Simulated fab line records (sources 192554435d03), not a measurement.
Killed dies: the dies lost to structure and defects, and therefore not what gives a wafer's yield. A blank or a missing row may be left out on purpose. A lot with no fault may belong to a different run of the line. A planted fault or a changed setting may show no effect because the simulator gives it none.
Which tool did it?	flow n5 finfet	23 lots, 69 wafers sampled, at 6 steps of a route of 1938

## WHAT THE GAUGES SHOWED, per wafer
Not one reading of a measure or inspect step in the record can be checked against a usual standard deviation.

## EACH LOT AND THE TOOL THAT RAN IT (in order: tool; ch and the chambers of the sampled wafers; start)
lot	N5_BEOL_M3_STRIP_19	N5_BEOL_M3_STRIP_36	N5_BEOL_M3_ANNEAL_89	N5_BEOL_M3_SPUTTER_90	N5_BEOL_M3_DEP_57	N5_BEOL_M4_HM_DEP_02
L074	rie diel-01 ch 1,2,3, day 8 08:25	rie diel-03 ch 0,2,3, day 8 10:17	pvd sputter-01, day 8 12:35	pvd sputter-01, day 8 12:43	pecvd-03 ch 0,1, day 8 14:23	pvd sputter-02, day 8 14:43
L075	rie diel-03 ch 0,2, day 9 13:49	rie diel-01 ch 1,2, day 9 21:07	pvd sputter-02, day 9 23:10	pvd sputter-02, day 9 23:18	pecvd-01 ch 0,2, day 10 00:57	pvd sputter-03, day 10 01:19
L076	rie diel-06 ch 0,2,3, day 9 14:31	rie diel-03 ch 0,2,3, day 9 21:14	pvd sputter-03, day 9 23:29	pvd sputter-03, day 9 23:38	pecvd-01 ch 0,2, day 10 01:17	pvd sputter-03, day 10 03:29
L077	rie diel-03 ch 1,3, day 9 18:55	rie diel-03 ch 1,2,3, day 9 21:43	pvd sputter-01, day 9 23:52	pvd sputter-01, day 10 00:00	pecvd-01 ch 0,1, day 10 01:39	pvd sputter-01, day 10 03:49
L078	rie diel-06 ch 0,1,3, day 9 20:37	rie diel-06 ch 0,2,3, day 10 00:23	pvd sputter-01, day 10 02:56	pvd sputter-01, day 10 03:05	pecvd-03 ch 0,1, day 10 04:50	pvd sputter-01, day 10 05:30
L081	rie diel-03 ch 0,1,3, day 10 10:26	rie diel-03 ch 2,3, day 10 14:05	pvd sputter-01, day 10 16:19	pvd sputter-01, day 10 16:28	pecvd-04 ch 1,2, day 10 18:29	pvd sputter-02, day 10 19:02
L080	rie diel-01 ch 1,2,3, day 10 12:34	rie diel-06 ch 2,3, day 10 14:07	pvd sputter-02, day 10 16:12	pvd sputter-02, day 10 16:20	pecvd-04 ch 0,2, day 10 17:59	pvd sputter-03, day 10 18:42
L083	rie diel-01 ch 0,2,3, day 10 18:11	rie diel-06 ch 0,3, day 10 21:36	pvd sputter-03, day 10 23:42	pvd sputter-03, day 10 23:50	pecvd-03 ch 0,2, day 11 01:36	pvd sputter-03, day 11 02:01
L084	rie diel-06 ch 0,2,3, day 10 19:59	rie diel-03 ch 0,1, day 11 03:10	pvd sputter-01, day 11 05:05	pvd sputter-01, day 11 05:13	pecvd-01 ch 1,2, day 11 06:52	pvd sputter-01, day 11 08:53
L085	rie diel-06 ch 0,3, day 11 02:52	rie diel-06 ch 2,3, day 11 05:48	pvd sputter-02, day 11 07:56	pvd sputter-02, day 11 08:05	pecvd-01 ch 0,1,2, day 11 11:12	pvd sputter-02, day 11 11:40
L086	rie diel-01 ch 0,3, day 11 12:37	rie diel-01 ch 1,3, day 11 14:22	pvd sputter-02, day 11 16:32	pvd sputter-02, day 11 16:40	pecvd-03 ch 0,1,2, day 11 18:19	pvd sputter-02, day 11 18:56
L087	rie diel-01 ch 0,3, day 11 15:43	rie diel-06 ch 0,2,3, day 12 22:53	pvd sputter-02, day 13 02:58	pvd sputter-02, day 13 03:07	pecvd-03 ch 0,1,2, day 13 04:46	pvd sputter-01, day 13 07:06
L092	rie diel-01 ch 0,1, day 11 16:44	rie diel-03 ch 0,2,3, day 11 19:22	pvd sputter-01, day 11 22:04	pvd sputter-01, day 11 22:13	pecvd-03 ch 0,2, day 12 00:00	pvd sputter-01, day 12 01:11
L088	rie diel-03 ch 2,3, day 12 01:54	rie diel-01 ch 1,2,3, day 12 14:11	pvd sputter-02, day 12 16:52	pvd sputter-02, day 12 17:00	pecvd-04 ch 0,1, day 12 18:41	pvd sputter-03, day 12 21:47
L089	rie diel-06 ch 0,2,3, day 12 05:11	rie diel-03 ch 2,3, day 13 04:03	pvd sputter-02, day 13 07:49	pvd sputter-02, day 13 07:57	pecvd-03 ch 1,2, day 13 09:47	pvd sputter-03, day 13 11:46
L090	rie diel-03 ch 0,1, day 12 11:46	rie diel-06 ch 2,3, day 13 04:05	pvd sputter-03, day 13 07:40	pvd sputter-03, day 13 07:49	pecvd-01 ch 1,2, day 13 09:31	pvd sputter-03, day 13 11:35
L091	rie diel-01 ch 0,1,3, day 12 17:03	rie diel-01 ch 1,2,3, day 13 08:26	pvd sputter-03, day 13 10:34	pvd sputter-03, day 13 10:43	pecvd-03 ch 0,1,2, day 13 12:25	pvd sputter-01, day 13 13:13
L093	rie diel-06 ch 1,3, day 13 04:57	rie diel-06 ch 0,2,3, day 14 01:31	pvd sputter-02, day 14 03:32	pvd sputter-02, day 14 03:41	pecvd-01 ch 1,2, day 14 05:22	pvd sputter-01, day 14 06:10
L095	rie diel-06 ch 2,3, day 13 09:46	rie diel-03 ch 1,2, day 14 19:03	pvd sputter-02, day 14 22:16	pvd sputter-02, day 14 22:25	pecvd-01 ch 1,2, day 15 00:07	pvd sputter-02, day 15 03:25
L079	rie diel-06 ch 1,2,3, day 13 15:00	rie diel-01 ch 0,2,3, day 14 01:31	pvd sputter-03, day 14 05:02	pvd sputter-03, day 14 05:11	pecvd-04 ch 1,2, day 14 06:56	pvd sputter-03, day 14 08:37
L097	rie diel-01 ch 0,2,3, day 13 19:13	rie diel-01 ch 0,1, day 14 04:30	pvd sputter-03, day 14 07:28	pvd sputter-03, day 14 07:36	pecvd-01 ch 1,2, day 14 09:15	pvd sputter-03, day 14 10:24
L096	rie diel-03 ch 0,3, day 13 22:58	rie diel-01 ch 0,1, day 14 23:28	pvd sputter-01, day 15 03:51	pvd sputter-01, day 15 03:59	pecvd-01 ch 1,2, day 15 05:42	pvd sputter-02, day 15 07:01
L094	rie diel-06 ch 0,3, day 14 01:10	rie diel-03 ch 0,3, day 15 03:58	pvd sputter-01, day 15 06:28	pvd sputter-01, day 15 06:37	pecvd-01 ch 0,1, day 15 08:22	pvd sputter-01, day 15 08:39
- N5_BEOL_M3_STRIP_19: strips in O2.
- N5_BEOL_M3_STRIP_36: strips in N2/H2.
- N5_BEOL_M3_ANNEAL_89: time 240 s.
- N5_BEOL_M3_SPUTTER_90: material Cu, target thk 4.5 nm, time 8.29 s.
- N5_BEOL_M3_DEP_57: deposits SiCN from 3MS/NH3, target thk 8 nm, time 14 s.
- N5_BEOL_M4_HM_DEP_02: deposits TiN, target thk 20 nm.

## WHAT THE TOOLS THEMSELVES READ (means of the sampled wafers that have a number; where no wafer has one, the mark that the record gives instead)
N5_BEOL_M3_STRIP_19. Usual: drypump motor current A 5.9 A, standard deviation 0.56; o2 flow sccm 225.0 sccm, standard deviation 0.76; oes product au 0.80 a.u., standard deviation 0.08; rf vpp V 3.5 V, standard deviation 0.44; showerhead plenum p Torr 2.10 Torr, standard deviation 0.065; throttle valve pct 16.80 %, standard deviation 0.19.
lot	tool	drypump motor current A (A)	o2 flow sccm (sccm)	oes product au (a.u.)	rf vpp V (V)	showerhead plenum p Torr (Torr)	throttle valve pct (%)	flag
L074	rie diel-01	6.2	224.5	0.89	3.4	2.13	16.70	
L075	rie diel-03	5.3	223.8	0.72	3.1	2.12	16.88	
L076	rie diel-06	6.0	225.3	0.76	3.5	2.11	16.89	
L077	rie diel-03	5.9	225.3	0.79	3.3	2.05	16.47	
L078	rie diel-06	5.6	224.6	0.73	3.7	2.15	16.96	
L081	rie diel-03	5.6	225.6	0.77	3.4	2.07	16.68	
L080	rie diel-01	6.2	225.6	0.85	4.0	2.13	16.74	
L083	rie diel-01	6.3	224.9	0.87	3.5	2.10	16.83	
L084	rie diel-06	6.0	224.8	0.75	3.3	2.10	16.92	
L085	rie diel-06	6.0	225.1	0.72	3.5	2.15	17.04	
L086	rie diel-01	6.4	225.5	0.83	3.8	2.04	16.93	
L087	rie diel-01	6.2	225.0	0.86	3.6	2.04	16.82	
L092	rie diel-01	6.5	225.4	0.77	3.4	2.05	16.95	
L088	rie diel-03	5.1	225.0	0.78	3.9	2.16	16.74	
L089	rie diel-06	6.0	224.9	0.74	3.2	2.10	16.94	
L090	rie diel-03	5.9	224.9	0.72	3.7	2.03	16.61	
L091	rie diel-01	6.3	225.2	0.80	3.7	2.06	16.85	
L093	rie diel-06	5.2	224.6	0.84	3.6	2.14	16.81	
L095	rie diel-06	5.6	224.7	0.78	3.7	2.09	16.92	
L079	rie diel-06	5.6	225.1	0.82	3.0	2.09	16.74	
L097	rie diel-01	6.3	224.2	0.83	3.6	2.09	16.88	
L096	rie diel-03	5.4	224.6	0.80	3.5	2.11	16.85	
L094	rie diel-06	5.6	224.6	0.83	3.7	2.14	16.88	

N5_BEOL_M3_STRIP_36. Usual: drypump motor current A 5.9 A, standard deviation 0.56; oes product au 0.78 a.u., standard deviation 0.072; rf vpp V 59.2 V, standard deviation 1.4; showerhead plenum p Torr 2.54 Torr, standard deviation 0.083; throttle valve pct 23.82 %, standard deviation 0.19.
lot	tool	drypump motor current A (A)	oes product au (a.u.)	rf vpp V (V)	showerhead plenum p Torr (Torr)	throttle valve pct (%)	flag
L074	rie diel-03	5.3	0.79	58.5	2.59	23.72	
L075	rie diel-01	6.4	0.85	59.2	2.65	23.90	
L076	rie diel-03	5.3	0.78	58.5	2.58	23.74	
L077	rie diel-03	5.5	0.79	58.9	2.55	23.64	
L078	rie diel-06	6.0	0.76	58.2	2.54	23.99	
L081	rie diel-03	5.3	0.83	60.2	2.60	23.72	
L080	rie diel-06	6.0	0.78	58.9	2.48	23.90	
L083	rie diel-06	5.6	0.76	59.1	2.58	24.07	
L084	rie diel-03	5.7	0.72	59.3	2.48	23.73	
L085	rie diel-06	6.0	0.77	59.6	2.48	23.91	
L086	rie diel-01	6.1	0.85	58.7	2.50	23.66	
L087	rie diel-06	6.0	0.74	58.8	2.53	24.00	
L092	rie diel-03	5.3	0.77	59.6	2.57	23.75	
L088	rie diel-01	6.2	0.82	57.9	2.56	23.82	
L089	rie diel-03	5.3	0.81	58.9	2.59	23.75	
L090	rie diel-06	6.0	0.76	59.3	2.47	23.92	
L091	rie diel-01	6.2	0.82	57.1	2.56	23.81	
L093	rie diel-06	6.0	0.82	59.2	2.53	23.93	
L095	rie diel-03	5.8	0.72	59.6	2.49	23.59	
L079	rie diel-01	6.3	0.84	59.5	2.53	23.93	
L097	rie diel-01	6.5	0.75	58.7	2.47	23.92	
L096	rie diel-01	6.4	0.74	58.0	2.49	23.81	
L094	rie diel-03	5.4	0.74	59.8	2.52	23.84	

N5_BEOL_M3_ANNEAL_89. Usual: heater power w 831 W, standard deviation 71; susceptor temp C 399.99 C, standard deviation 0.2.
lot	tool	heater power w (W)	susceptor temp C (C)	flag
L074	pvd sputter-01	901	399.76	
L075	pvd sputter-02	793	400.02	
L076	pvd sputter-03	802	400.10	
L077	pvd sputter-01	834	400.09	
L078	pvd sputter-01	826	399.96	
L081	pvd sputter-01	894	400.09	
L080	pvd sputter-02	835	399.83	
L083	pvd sputter-03	792	399.96	
L084	pvd sputter-01	801	399.78	
L085	pvd sputter-02	850	399.85	
L086	pvd sputter-02	858	399.98	
L087	pvd sputter-02	829	400.04	
L092	pvd sputter-01	827	400.00	
L088	pvd sputter-02	781	399.78	
L089	pvd sputter-02	838	400.10	
L090	pvd sputter-03	783	399.71	
L091	pvd sputter-03	851	400.13	
L093	pvd sputter-02	834	400.13	
L095	pvd sputter-02	774	399.82	
L079	pvd sputter-03	744	400.04	
L097	pvd sputter-03	783	400.17	
L096	pvd sputter-01	862	399.75	
L094	pvd sputter-01	888	400.16	

N5_BEOL_M3_SPUTTER_90. Usual: chuck sensor temp C -16.2 C, standard deviation 0.42; substrate temp c -20.02 C, standard deviation 0.11; susceptor temp C -20.01 C, standard deviation 0.11; throttle valve pct 29.8 %, standard deviation 1.1.
lot	tool	chuck sensor temp C (C)	substrate temp c (C)	susceptor temp C (C)	throttle valve pct (%)	flag
L074	pvd sputter-01	-16.2	-19.89	-20.00	29.5	
L075	pvd sputter-02	-16.6	-19.94	-20.02	29.1	
L076	pvd sputter-03	-16.0	-20.02	-20.00	31.0	
L077	pvd sputter-01	-16.1	-19.92	-20.09	29.7	
L078	pvd sputter-01	-16.1	-20.06	-20.01	29.7	
L081	pvd sputter-01	-16.1	-20.09	-20.09	29.6	
L080	pvd sputter-02	-16.3	-20.07	-20.00	30.1	
L083	pvd sputter-03	-15.9	-20.02	-20.07	30.6	
L084	pvd sputter-01	-16.2	-19.96	-19.94	30.1	
L085	pvd sputter-02	-16.1	-19.99	-19.94	30.5	
L086	pvd sputter-02	-16.0	-19.98	-20.08	28.3	
L087	pvd sputter-02	-16.2	-20.06	-20.02	28.5	
L092	pvd sputter-01	-16.1	-20.03	-19.90	30.2	
L088	pvd sputter-02	-16.6	-20.05	-20.06	29.1	
L089	pvd sputter-02	-16.1	-20.06	-20.12	28.5	
L090	pvd sputter-03	-16.1	-20.05	-20.02	30.7	
L091	pvd sputter-03	-16.2	-20.03	-19.95	30.2	
L093	pvd sputter-02	-16.4	-20.07	-20.02	30.2	
L095	pvd sputter-02	-17.0	-19.95	-19.93	30.2	
L079	pvd sputter-03	-15.9	-19.95	-19.91	30.6	
L097	pvd sputter-03	-15.9	-20.04	-19.96	30.5	
L096	pvd sputter-01	-15.8	-19.94	-20.06	30.6	
L094	pvd sputter-01	-16.2	-20.08	-20.08	30.2	

N5_BEOL_M3_DEP_57. Usual: showerhead plenum p Torr 3.663 Torr, standard deviation 0.012; throttle valve pct 8.9 %, standard deviation 0.36.
lot	tool	showerhead plenum p Torr (Torr)	throttle valve pct (%)	flag
L074	pecvd-03	3.679	9.0	
L075	pecvd-01	3.654	8.5	
L076	pecvd-01	3.656	8.6	
L077	pecvd-01	3.665	8.9	
L078	pecvd-03	3.681	8.9	
L081	pecvd-04	3.664	9.1	
L080	pecvd-04	3.659	9.0	
L083	pecvd-03	3.671	8.9	
L084	pecvd-01	3.658	9.2	
L085	pecvd-01	3.653	8.9	
L086	pecvd-03	3.672	8.9	
L087	pecvd-03	3.670	8.8	
L092	pecvd-03	3.659	8.6	
L088	pecvd-04	3.666	9.3	
L089	pecvd-03	3.666	8.8	
L090	pecvd-01	3.649	9.2	
L091	pecvd-03	3.667	8.8	
L093	pecvd-01	3.650	9.0	
L095	pecvd-01	3.655	8.8	
L079	pecvd-04	3.667	9.2	
L097	pecvd-01	3.649	8.9	
L096	pecvd-01	3.651	9.1	
L094	pecvd-01	3.660	9.0	

N5_BEOL_M4_HM_DEP_02. Usual: substrate temp c 25.00 C, standard deviation 0.11; susceptor temp C 25.00 C, standard deviation 0.1; throttle valve pct 29.9 %, standard deviation 1.
lot	tool	substrate temp c (C)	susceptor temp C (C)	throttle valve pct (%)	flag
L074	pvd sputter-02	24.96	24.95	30.5	
L075	pvd sputter-03	24.98	25.04	30.2	
L076	pvd sputter-03	25.13	25.02	29.9	
L077	pvd sputter-01	24.98	25.01	29.7	
L078	pvd sputter-01	25.07	24.96	29.9	
L081	pvd sputter-02	24.90	24.81	29.2	
L080	pvd sputter-03	24.91	24.96	30.7	
L083	pvd sputter-03	24.96	24.89	30.8	
L084	pvd sputter-01	25.04	25.04	30.3	
L085	pvd sputter-02	25.01	25.01	29.1	
L086	pvd sputter-02	24.88	25.07	29.4	
L087	pvd sputter-01	24.90	25.06	30.0	
L092	pvd sputter-01	25.01	25.01	30.2	
L088	pvd sputter-03	25.03	24.97	29.5	
L089	pvd sputter-03	25.04	24.96	30.9	
L090	pvd sputter-03	24.97	24.86	29.8	
L091	pvd sputter-01	25.01	25.07	29.6	
L093	pvd sputter-01	24.91	24.99	29.2	
L095	pvd sputter-02	24.96	25.07	29.5	
L079	pvd sputter-03	25.04	25.00	30.0	
L097	pvd sputter-03	25.09	24.95	29.3	
L096	pvd sputter-02	24.95	24.98	30.7	
L094	pvd sputter-01	25.11	24.92	29.7	

## THE ANSWER, worked out from the rows above alone
Rule: a lot is off if the mean of its wafers that have a number lies more than 3 standard deviations from the usual mean. A lot without any number at a reading at which 4 lots or more have one is off too. The other lots that the step has rows for count as sound. The gauges are gone through in route order, then the tools' own readings, and for those a lot's mean is taken as printed above. At the first step where some lot is off, the reading lying furthest off is the one used; lots without a number count as furthest.
Nothing can be told from this: no lot is off at any reading shown.

## WHAT THE SIMULATOR HAD PUT IN
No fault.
